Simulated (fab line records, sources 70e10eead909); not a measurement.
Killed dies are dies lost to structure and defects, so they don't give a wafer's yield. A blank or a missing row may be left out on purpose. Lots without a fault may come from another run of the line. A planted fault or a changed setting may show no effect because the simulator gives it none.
Chamber matching | flow nand_harc | NHARC_P_M0_PRE_CLEAN_31 on pecvd-01: 3 sister chambers
The step time 12 s. 6 wafers are shown with their chamber, then 8 later ones without.

WAFERS WITH THEIR CHAMBER
wafer  | chamber | heater_power_w (W)
L333.2 | 0       | 579
L333.4 | 1       | 518
L334.2 | 2       | 647
L334.3 | 1       | 543
L334.5 | 0       | 627
L345.1 | 2       | 546

WAFERS WITHOUT THEIR CHAMBER
wafer  | heater_power_w (W)
L345.4 | 539
L345.6 | 575
L349.2 | 486
L349.3 | 605
L349.4 | 583
L350.1 | 650
L350.3 | 619
L350.6 | 662

WHICH CHAMBER EACH WENT THROUGH
wafer  | from the rows above          | in truth
L345.4 | can't be placed: 1 or 2 or 0 | 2
L345.6 | can't be placed: 2 or 0 or 1 | 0
L349.2 | can't be placed: 1 or 2 or 0 | 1
L349.3 | can't be placed: 0 or 2 or 1 | 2
L349.4 | can't be placed: 2 or 0 or 1 | 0
L350.1 | can't be placed: 0 or 2 or 1 | 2
L350.3 | can't be placed: 0 or 2 or 1 | 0
L350.6 | can't be placed: 0 or 2 or 1 | 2
Placed correctly: 0 of 8. Can't be placed from these rows: 8 (the true chamber is among the candidates in 8). Placed wrongly: 0.
How it was worked out, from the rows above alone: a wafer's distance from a chamber is the root of the sum, over the readings, of the square of ((its reading less the chamber's mean) divided by the reading's scatter). The wafer belongs to the nearest chamber; if the next one is less than 2 further off, it can't be placed. A chamber's mean is the mean of its shown wafers. The scatter: the root of (the sum of the squares of (reading less its chamber's mean) over the shown wafers, divided by (wafers less chambers)).
